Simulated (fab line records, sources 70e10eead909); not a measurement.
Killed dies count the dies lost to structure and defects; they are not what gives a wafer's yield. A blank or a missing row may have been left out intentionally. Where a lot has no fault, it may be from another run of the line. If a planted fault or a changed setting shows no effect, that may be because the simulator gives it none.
A lot that was struck, set against a sound lot || flow nand harc || 15 steps out of a route of 1302
Sound: wafers L933.2, L933.4, L933.6. Wafers L946.3, L946.4, L946.5 were the ones struck. Last of all comes the cause.
Order at every step that has rows: each side's tool, ch and its chambers, its first start. Under that, the readings that differ: sound wafers || struck wafers || difference of the means || sigmas: that difference in standard deviations of wafers without a fault.
alike: same words and numbers on both sides, and readings whose means sit less than 2 such deviations apart. not compared: any withheld reading, any reading some wafer has no value for, any bound like >300 that may hide the same value, and any number with overlapping values for which the record gives no deviation.
The two part at a step that has a row with sigmas, a row that says differs or no value, or rows on one side only. Numbers that don't overlap but have no deviation are shown without sigmas and don't part them. Lack of a reading on every wafer of one side parts them only where that side has two or more wafers.

NHARC_P_GATE_CD_MEAS_59: the cd target is 720 nm.
  sound on cd sem-01 ch 0, day 5 08:42; struck on cd sem-01 ch 0, day 11 00:38
  alike: cd nm
then, 1 step without rows for these wafers: NHARC_P_GATE_HARDBAKE_60 (time 80 s).
NHARC_P_GATE_DESCUM_61: chemistry O2, time 3 s.
  sound on rie diel-04 ch 0,2, day 5 08:52; struck on rie diel-04 ch 0,1,3, day 11 00:48
  alike: drypump motor current A, oes product au, rf vpp V, showerhead plenum p Torr, throttle valve pct
  not compared: rf hours counter h
following that, these wafers have no rows for 1 step: NHARC_P_GATE_IMPLANT_62.
NHARC_P_GATE_STRIP_112: strips in N2/H2, time 200 s.
  sound on plasma asher-01 ch 1, day 5 09:17; struck on plasma asher-02 ch 0,1, day 11 01:15
  alike: drypump motor current A, heater power w
  not compared: rf hours counter h
NHARC_P_GATE_STRIP_76: strips in O2.
  sound on plasma asher-01 ch 1, day 5 09:31; struck on plasma asher-02 ch 0,1, day 11 01:27
  alike: drypump motor current A, heater power w
  not compared: rf hours counter h
then, 6 steps without rows for these wafers: NHARC_P_GATE_STRIP_63 (strips in SPM, time 900 s); NHARC_P_GATE_DEHYDRATE_83 (time 120 s); NHARC_P_GATE_HMDS_84 (time 30 s); NHARC_P_GATE_COAT_85; NHARC_P_GATE_SOFTBAKE_86 (time 95 s); NHARC_P_GATE_EBR_87.
NHARC_P_GATE_EXPOSE_88: exposes mask P HVN, target cd 2000 nm.
  sound on krf scanner-01 ch 0, day 5 10:17; struck on krf scanner-02 ch 0, day 11 02:12
{"reading": "mask", "sound": "P_HVN#0 P_HVN#0 P_HVN#0", "struck": "P_HVN_R1#0 P_HVN_R1#0 P_HVN_R1#0", "difference": "differs", "sigmas": ""}
  alike: exposure dose mJ cm2
then, 2 steps without rows for these wafers: NHARC_P_GATE_PEB_89 (peb time 85 s); NHARC_END_SORT_01.

== WHERE THEY PART ==
NHARC_P_GATE_EXPOSE_88 only, going by this record.

WHY: what had been put in by the simulator
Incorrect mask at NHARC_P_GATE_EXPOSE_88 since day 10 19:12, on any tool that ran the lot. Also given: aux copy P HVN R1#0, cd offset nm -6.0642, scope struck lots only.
